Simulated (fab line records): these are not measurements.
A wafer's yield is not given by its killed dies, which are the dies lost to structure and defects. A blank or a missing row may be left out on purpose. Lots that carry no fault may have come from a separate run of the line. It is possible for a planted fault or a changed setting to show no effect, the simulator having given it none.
What tool caused it? | flow n5 finfet | 66 wafers from 22 lots sampled at 6 of the route's 1938 steps

== WHAT EACH GAUGE READ, for each wafer ==
N5_BEOL_M7_CD_MEAS_35: target cd 40 nm.
lot  | measured     | on        | cd nm (nm)
L074 | day 9 01:31  | cd sem-02 | 39.5 39.2 38.7
L075 | day 10 00:43 | cd sem-01 | 39.6 40.0 39.9
L076 | day 10 04:57 | cd sem-01 | 40.3 40.5 39.9
L077 | day 10 13:02 | cd sem-03 | 40.1 40.1 39.9
L078 | day 10 19:25 | cd sem-01 | 39.7 40.2 40.5
L079 | day 11 02:16 | cd sem-02 | 39.2 39.5 40.3
L080 | day 11 13:31 | cd sem-03 | 40.1 40.2 40.3
L083 | day 11 16:51 | cd sem-01 | 40.2 40.3 40.0
L082 | day 11 22:44 | cd sem-03 | 40.9 39.9 40.1
L084 | day 11 23:04 | cd sem-02 | 40.5 40.0 40.9
L085 | day 12 09:23 | cd sem-02 | 40.2 40.6 39.8
L086 | day 12 09:48 | cd sem-03 | 41.2 40.6 40.1
L088 | day 13 07:41 | cd sem-02 | 40.3 40.2 39.9
L087 | day 13 15:40 | cd sem-01 | 40.2 39.6 40.6
L089 | day 13 16:04 | cd sem-03 | 40.1 39.7 40.3
L091 | day 13 22:40 | cd sem-02 | 39.5 40.3 40.1
L090 | day 14 00:24 | cd sem-03 | 40.2 39.7 40.1
L092 | day 14 20:17 | cd sem-03 | 40.6 41.5 40.4
L095 | day 15 02:06 | cd sem-02 | 40.1 40.4 40.5
L094 | day 15 02:07 | cd sem-01 | 40.1 40.5 40.1
L096 | day 15 04:18 | cd sem-01 | 40.4 40.5 40.3
L097 | day 16 07:17 | cd sem-02 | 39.9 40.3 39.6

== WHICH TOOL RAN EACH LOT (tool, then ch and the chambers of the sampled wafers, then the start) ==
lot  | N5_BEOL_M6_ALD_77                   | N5_BEOL_M7_ILD_DEP_00           | N5_BEOL_M7_DESCUM_16               | N5_BEOL_M7_ETCH_62                 | N5_BEOL_M7_ETCH_72
L074 | ald metal-04 ch 1,3, day 8 19:41    | pecvd-04 ch 1,2, day 8 21:30    | rie diel-02 ch 0,2,3, day 8 22:46  | rie diel-02 ch 0,2,3, day 8 22:52  | rie diel-02 ch 0,2, day 9 00:58
L075 | ald metal-02 ch 0,1,3, day 9 13:44  | pecvd-01 ch 0,1, day 9 15:56    | rie diel-04 ch 1,3, day 9 20:56    | rie diel-04 ch 1,3, day 9 21:01    | rie diel-02 ch 1,2,3, day 10 00:09
L076 | ald metal-02 ch 0,1,3, day 9 21:30  | pecvd-01 ch 1,2, day 10 01:04   | rie diel-02 ch 0,2,3, day 10 02:57 | rie diel-02 ch 0,2,3, day 10 03:02 | rie diel-01 ch 0,1,2, day 10 04:24
L077 | ald metal-02 ch 0,2,3, day 10 04:38 | pecvd-04 ch 1,2, day 10 07:20   | rie diel-04 ch 1,2,3, day 10 10:04 | rie diel-04 ch 1,2,3, day 10 10:09 | rie diel-02 ch 1,2,3, day 10 12:30
L078 | ald metal-03 ch 1,2,3, day 10 09:50 | pecvd-03 ch 0,1, day 10 12:05   | rie diel-04 ch 1,2, day 10 14:03   | rie diel-04 ch 1,2, day 10 14:08   | rie diel-04 ch 0,1, day 10 18:46
L079 | ald metal-04 ch 2,3, day 10 17:55   | pecvd-03 ch 1,2, day 10 20:10   | rie diel-04 ch 0,1,3, day 11 00:02 | rie diel-04 ch 0,1,3, day 11 00:07 | rie diel-04 ch 0,1,3, day 11 01:43
L080 | ald metal-03 ch 0,1,2, day 11 03:08 | pecvd-04 ch 1,2, day 11 05:55   | rie diel-01 ch 1,2,3, day 11 08:08 | rie diel-01 ch 1,2,3, day 11 08:13 | rie diel-01 ch 0,1,3, day 11 12:58
L083 | ald metal-04 ch 1,2,3, day 11 10:49 | pecvd-03 ch 0,1, day 11 12:19   | rie diel-04 ch 0,2,3, day 11 13:55 | rie diel-04 ch 0,2,3, day 11 14:00 | rie diel-02 ch 1,2,3, day 11 16:18
L082 | ald metal-03 ch 1,3, day 11 14:01   | pecvd-04 ch 1,2, day 11 16:42   | rie diel-04 ch 0,1,3, day 11 20:39 | rie diel-04 ch 0,1,3, day 11 20:44 | rie diel-04 ch 0,1,2, day 11 22:11
L084 | ald metal-04 ch 0,3, day 11 14:22   | pecvd-03 ch 1,2, day 11 17:16   | rie diel-04 ch 1,3, day 11 21:10   | rie diel-04 ch 1,3, day 11 21:16   | rie diel-02 ch 0,2,3, day 11 22:31
L085 | ald metal-03 ch 1,3, day 12 01:31   | pecvd-01 ch 0,1,2, day 12 04:23 | rie diel-04 ch 2,3, day 12 07:19   | rie diel-04 ch 2,3, day 12 07:24   | rie diel-01 ch 0,1,2, day 12 08:50
L086 | ald metal-02 ch 1,2, day 12 04:28   | pecvd-03 ch 0,1,2, day 12 05:58 | rie diel-04 ch 0,1,2, day 12 07:39 | rie diel-04 ch 0,1,2, day 12 07:44 | rie diel-01 ch 2,3, day 12 09:14
L088 | ald metal-04 ch 0,1, day 12 23:13   | pecvd-04 ch 0,2, day 13 00:49   | rie diel-04 ch 0,2,3, day 13 05:05 | rie diel-04 ch 0,2,3, day 13 05:11 | rie diel-04 ch 1,2,3, day 13 07:08
L087 | ald metal-02 ch 0,1,2, day 13 08:22 | pecvd-04 ch 0,1,2, day 13 10:11 | rie diel-02 ch 1,2, day 13 12:54   | rie diel-02 ch 1,2, day 13 12:59   | rie diel-04 ch 1,2,3, day 13 15:07
L089 | ald metal-04 ch 0,3, day 13 08:27   | pecvd-03 ch 0,1, day 13 10:14   | rie diel-04 ch 2,3, day 13 13:14   | rie diel-04 ch 2,3, day 13 13:19   | rie diel-04 ch 0,3, day 13 15:31
L091 | ald metal-02 ch 0,2,3, day 13 13:41 | pecvd-04 ch 0,2, day 13 16:19   | rie diel-01 ch 0,1,3, day 13 20:43 | rie diel-01 ch 0,1,3, day 13 20:48 | rie diel-02 ch 1,2, day 13 22:07
L090 | ald metal-02 ch 2,3, day 13 15:31   | pecvd-01 ch 0,2, day 13 17:02   | rie diel-01 ch 1,2, day 13 21:52   | rie diel-01 ch 1,2, day 13 21:57   | rie diel-02 ch 1,2,3, day 13 23:51
L092 | ald metal-02 ch 1,2,3, day 14 14:28 | pecvd-01 ch 0,1,2, day 14 15:58 | rie diel-01 ch 0,3, day 14 18:39   | rie diel-01 ch 0,3, day 14 18:44   | rie diel-04 ch 1,2,3, day 14 19:44
L095 | ald metal-03 ch 1,3, day 14 18:58   | pecvd-01 ch 0,2, day 14 20:35   | rie diel-02 ch 0,1, day 14 22:29   | rie diel-02 ch 0,1, day 14 22:35   | rie diel-04 ch 1,3, day 15 01:33
L094 | ald metal-02 ch 1,2,3, day 14 19:47 | pecvd-01 ch 0,2, day 14 22:48   | rie diel-02 ch 0,2, day 15 00:02   | rie diel-02 ch 0,2, day 15 00:08   | rie diel-01 ch 0,2, day 15 01:34
L096 | ald metal-02 ch 0,1,3, day 14 21:51 | pecvd-04 ch 1,2, day 14 23:57   | rie diel-01 ch 2,3, day 15 02:31   | rie diel-01 ch 2,3, day 15 02:37   | rie diel-02 ch 1,2, day 15 03:44
L097 | ald metal-03 ch 0,1,2, day 15 22:14 | pecvd-03 ch 0,2, day 16 00:02   | rie diel-01 ch 0,2, day 16 03:07   | rie diel-01 ch 0,2, day 16 03:12   | rie diel-04 ch 2,3, day 16 06:44
- N5_BEOL_M6_ALD_77: deposits TaN, target thk 2 nm, pulse time 2 s, purge time 3 s.
- N5_BEOL_M7_ILD_DEP_00: deposits SiCOH lowk from DEMS/porogen, target thk 179.75 nm, time 33.4 s.
- N5_BEOL_M7_DESCUM_16: chemistry O2, time 7.9 s.
- N5_BEOL_M7_ETCH_62: etches SOC in N2/H2, target depth 110 nm, overetch 22 nm, time 165 s.
- N5_BEOL_M7_ETCH_72: etches underlayer in N2/H2, target depth 6.5 nm, time 5.2 s.

== AS READ BY THE TOOLS THEMSELVES (means over the sampled wafers that have a number; for cases with no such wafer, the mark the record gives instead) ==
N5_BEOL_M6_ALD_77.
lot  | tool         | heater power w (W) | susceptor temp C (C)
L074 | ald metal-04 | 424                | 275.24
L075 | ald metal-02 | 409                | 274.89
L076 | ald metal-02 | 422                | 275.16
L077 | ald metal-02 | 422                | 274.89
L078 | ald metal-03 | 401                | 275.09
L079 | ald metal-04 | 412                | 275.23
L080 | ald metal-03 | 429                | 275.10
L083 | ald metal-04 | 415                | 275.25
L082 | ald metal-03 | 379                | 274.99
L084 | ald metal-04 | 425                | 275.13
L085 | ald metal-03 | 381                | 275.02
L086 | ald metal-02 | 426                | 274.87
L088 | ald metal-04 | 377                | 275.17
L087 | ald metal-02 | 431                | 275.06
L089 | ald metal-04 | 428                | 274.90
L091 | ald metal-02 | 424                | 274.99
L090 | ald metal-02 | 402                | 274.96
L092 | ald metal-02 | 408                | 275.03
L095 | ald metal-03 | 388                | 275.04
L094 | ald metal-02 | 408                | 275.12
L096 | ald metal-02 | 427                | 275.17
L097 | ald metal-03 | 423                | 275.04

N5_BEOL_M7_ILD_DEP_00.
lot  | tool     | heater power w (W) | showerhead plenum p Torr (Torr) | susceptor temp C (C) | throttle valve pct (%)
L074 | pecvd-04 | 330                | 5.743                           | 299.88               | 12.9
L075 | pecvd-01 | 344                | 5.723                           | 299.98               | 13.9
L076 | pecvd-01 | 302                | 5.727                           | 299.94               | 13.8
L077 | pecvd-04 | 340                | 5.741                           | 300.09               | 12.8
L078 | pecvd-03 | 316                | 5.753                           | 300.16               | 13.6
L079 | pecvd-03 | 272                | 5.726                           | 300.02               | 12.7
L080 | pecvd-04 | 387                | 5.732                           | 299.97               | 13.2
L083 | pecvd-03 | 308                | 5.741                           | 299.99               | 13.5
L082 | pecvd-04 | 374                | 5.740                           | 300.26               | 13.0
L084 | pecvd-03 | 299                | 5.725                           | 300.05               | 12.7
L085 | pecvd-01 | 324                | 5.737                           | 300.23               | 13.6
L086 | pecvd-03 | 271                | 5.742                           | 299.99               | 13.1
L088 | pecvd-04 | 311                | 5.730                           | 299.97               | 13.2
L087 | pecvd-04 | 337                | 5.722                           | 299.96               | 13.6
L089 | pecvd-03 | 302                | 5.751                           | 300.08               | 13.4
L091 | pecvd-04 | 296                | 5.736                           | 299.94               | 13.4
L090 | pecvd-01 | 356                | 5.729                           | 300.22               | 13.5
L092 | pecvd-01 | 326                | 5.732                           | 300.06               | 13.6
L095 | pecvd-01 | 334                | 5.733                           | 299.98               | 13.7
L094 | pecvd-01 | 334                | 5.731                           | 299.85               | 13.5
L096 | pecvd-04 | 361                | 5.744                           | 300.11               | 13.1
L097 | pecvd-03 | 273                | 5.722                           | 299.78               | 13.3

N5_BEOL_M7_DESCUM_16.
lot  | tool        | drypump motor current A (A) | o2 flow sccm (sccm) | oes product au (a.u.) | rf vpp V (V) | showerhead plenum p Torr (Torr) | throttle valve pct (%)
L074 | rie diel-02 | 5.9                         | 224.7               | 0.72                  | 242.9        | 2.10                            | 20.47
L075 | rie diel-04 | 5.2                         | 225.2               | 0.89                  | 243.1        | 2.10                            | 20.33
L076 | rie diel-02 | 5.9                         | 225.2               | 0.71                  | 243.6        | 2.10                            | 20.48
L077 | rie diel-04 | 5.3                         | 225.4               | 0.84                  | 243.8        | 2.14                            | 20.30
L078 | rie diel-04 | 5.4                         | 225.9               | 0.79                  | 243.4        | 2.12                            | 20.46
L079 | rie diel-04 | 5.1                         | 224.6               | 0.81                  | 245.2        | 2.14                            | 20.31
L080 | rie diel-01 | 5.5                         | 224.9               | 0.82                  | 242.8        | 2.05                            | 20.32
L083 | rie diel-04 | 5.2                         | 225.5               | 0.78                  | 244.6        | 2.19                            | 20.29
L082 | rie diel-04 | 5.1                         | 224.8               | 0.82                  | 243.2        | 2.14                            | 20.33
L084 | rie diel-04 | 5.2                         | 224.8               | 0.86                  | 242.8        | 2.09                            | 20.33
L085 | rie diel-04 | 5.3                         | 225.5               | 0.85                  | 245.0        | 2.20                            | 20.13
L086 | rie diel-04 | 5.2                         | 225.7               | 0.76                  | 244.5        | 2.12                            | 20.49
L088 | rie diel-04 | 5.2                         | 225.0               | 0.78                  | 244.1        | 2.18                            | 20.32
L087 | rie diel-02 | 5.9                         | 225.2               | 0.78                  | 242.3        | 2.06                            | 20.34
L089 | rie diel-04 | 5.4                         | 224.0               | 0.78                  | 244.9        | 2.19                            | 20.29
L091 | rie diel-01 | 5.7                         | 225.3               | 0.79                  | 243.5        | 2.07                            | 20.39
L090 | rie diel-01 | 5.7                         | 225.9               | 0.73                  | 241.8        | 2.05                            | 20.59
L092 | rie diel-01 | 5.5                         | 224.5               | 0.84                  | 242.0        | 2.07                            | 20.16
L095 | rie diel-02 | 5.8                         | 225.8               | 0.92                  | 243.9        | 2.16                            | 20.21
L094 | rie diel-02 | 5.9                         | 224.9               | 0.86                  | 243.0        | 2.09                            | 20.25
L096 | rie diel-01 | 5.3                         | 225.4               | 0.84                  | 241.6        | 2.04                            | 20.11
L097 | rie diel-01 | 5.7                         | 224.5               | 0.78                  | 242.5        | 2.08                            | 20.09

N5_BEOL_M7_ETCH_62.
lot  | tool        | drypump motor current A (A) | oes product au (a.u.) | rf vpp V (V) | showerhead plenum p Torr (Torr) | throttle valve pct (%)
L074 | rie diel-02 | 5.9                         | 0.61                  | 523.6        | 2.55                            | 17.97
L075 | rie diel-04 | 5.2                         | 0.74                  | 524.4        | 2.55                            | 17.74
L076 | rie diel-02 | 5.9                         | 0.61                  | 523.7        | 2.55                            | 17.99
L077 | rie diel-04 | 5.3                         | 0.71                  | 525.3        | 2.61                            | 17.71
L078 | rie diel-04 | 5.4                         | 0.66                  | 525.2        | 2.58                            | 17.84
L079 | rie diel-04 | 5.1                         | 0.69                  | 526.2        | 2.60                            | 17.74
L080 | rie diel-01 | 5.5                         | 0.70                  | 522.7        | 2.49                            | 17.72
L083 | rie diel-04 | 5.2                         | 0.67                  | 526.7        | 2.66                            | 17.71
L082 | rie diel-04 | 5.1                         | 0.69                  | 525.2        | 2.60                            | 17.76
L084 | rie diel-04 | 5.2                         | 0.72                  | 523.8        | 2.54                            | 17.77
L085 | rie diel-04 | 5.3                         | 0.71                  | 527.7        | 2.69                            | 17.56
L086 | rie diel-04 | 5.2                         | 0.65                  | 524.9        | 2.58                            | 17.88
L088 | rie diel-04 | 5.2                         | 0.66                  | 526.9        | 2.66                            | 17.73
L087 | rie diel-02 | 5.9                         | 0.66                  | 523.1        | 2.51                            | 17.86
L089 | rie diel-04 | 5.4                         | 0.66                  | 526.7        | 2.66                            | 17.71
L091 | rie diel-01 | 5.6                         | 0.67                  | 523.4        | 2.51                            | 17.77
L090 | rie diel-01 | 5.6                         | 0.62                  | 522.8        | 2.49                            | 18.05
L092 | rie diel-01 | 5.5                         | 0.72                  | 522.3        | 2.50                            | 17.50
L095 | rie diel-02 | 5.8                         | 0.77                  | 526.3        | 2.62                            | 17.61
L094 | rie diel-02 | 5.9                         | 0.72                  | 523.2        | 2.53                            | 17.76
L096 | rie diel-01 | 5.3                         | 0.72                  | 522.0        | 2.48                            | 17.47
L097 | rie diel-01 | 5.7                         | 0.66                  | 523.2        | 2.52                            | 17.47

N5_BEOL_M7_ETCH_72.
lot  | tool        | drypump motor current A (A) | etch rf on time s (s) | oes product au (a.u.) | rf vpp V (V) | showerhead plenum p Torr (Torr) | throttle valve pct (%)
L074 | rie diel-02 | 5.9                         | 5.21                  | 0.62                  | 521.7        | 2.50                            | 17.99
L075 | rie diel-02 | 5.9                         | 5.17                  | 0.68                  | 526.2        | 2.58                            | 17.84
L076 | rie diel-01 | 5.6                         | 5.19                  | 0.68                  | 523.5        | 2.52                            | 17.72
L077 | rie diel-02 | 5.9                         | 5.23                  | 0.66                  | 525.3        | 2.58                            | 17.83
L078 | rie diel-04 | 5.1                         | 5.25                  | 0.65                  | 524.0        | 2.57                            | 17.92
L079 | rie diel-04 | 5.1                         | 5.17                  | 0.70                  | 524.6        | 2.60                            | 17.77
L080 | rie diel-01 | 5.7                         | 5.11                  | 0.69                  | 522.8        | 2.52                            | 17.76
L083 | rie diel-02 | 5.9                         | 5.22                  | 0.66                  | 526.0        | 2.58                            | 17.86
L082 | rie diel-04 | 5.2                         | 5.28                  | 0.65                  | 524.8        | 2.58                            | 17.91
L084 | rie diel-02 | 5.9                         | 5.25                  | 0.60                  | 524.3        | 2.54                            | 18.04
L085 | rie diel-01 | 5.6                         | 5.07                  | 0.67                  | 521.6        | 2.51                            | 17.75
L086 | rie diel-01 | 5.4                         | 5.09                  | 0.74                  | 522.4        | 2.48                            | 17.45
L088 | rie diel-04 | 5.3                         | 5.09                  | 0.70                  | 526.9        | 2.60                            | 17.77
L087 | rie diel-04 | 5.3                         | 5.21                  | 0.69                  | 525.6        | 2.60                            | 17.78
L089 | rie diel-04 | 5.1                         | 5.21                  | 0.70                  | 526.8        | 2.68                            | 17.63
L091 | rie diel-02 | 5.8                         | 5.16                  | 0.71                  | 524.5        | 2.59                            | 17.74
L090 | rie diel-02 | 5.9                         | 5.23                  | 0.64                  | 525.5        | 2.57                            | 17.89
L092 | rie diel-04 | 5.3                         | 5.12                  | 0.69                  | 524.8        | 2.59                            | 17.80
L095 | rie diel-04 | 5.2                         | 5.12                  | 0.71                  | 523.2        | 2.53                            | 17.83
L094 | rie diel-01 | 5.7                         | 5.20                  | 0.67                  | 522.4        | 2.52                            | 17.50
L096 | rie diel-02 | 5.9                         | 5.22                  | 0.65                  | 522.5        | 2.51                            | 17.92
L097 | rie diel-04 | 5.3                         | 5.17                  | 0.69                  | 527.0        | 2.68                            | 17.64

== THE ANSWER, worked out from the rows above alone ==
Rule: usual is defined by the lots themselves. Put in order of their means at a reading, lots are off if they are a third of the lots or fewer, leave a main group of 4 or more, and stand apart from it by a gap of 3 or more times the standard deviation of the main group's means; of several such gaps the widest counts. A main group whose means are all the same, to the digits that the tables above print for the reading, isn't used. Also off: a lot with no number at a reading for which 4 or more lots have one. All remaining lots with rows at the step are treated as sound. Order of review: gauges by route order, followed by the tools' own readings, for which a lot's mean as printed above is used. At the first step where some lot is off, the reading lying furthest off is the one used; lots without a number count as furthest.
Across all readings shown, no lot is off: no conclusion can be drawn from this.

== WHAT WAS PUT IN BY THE SIMULATOR ==
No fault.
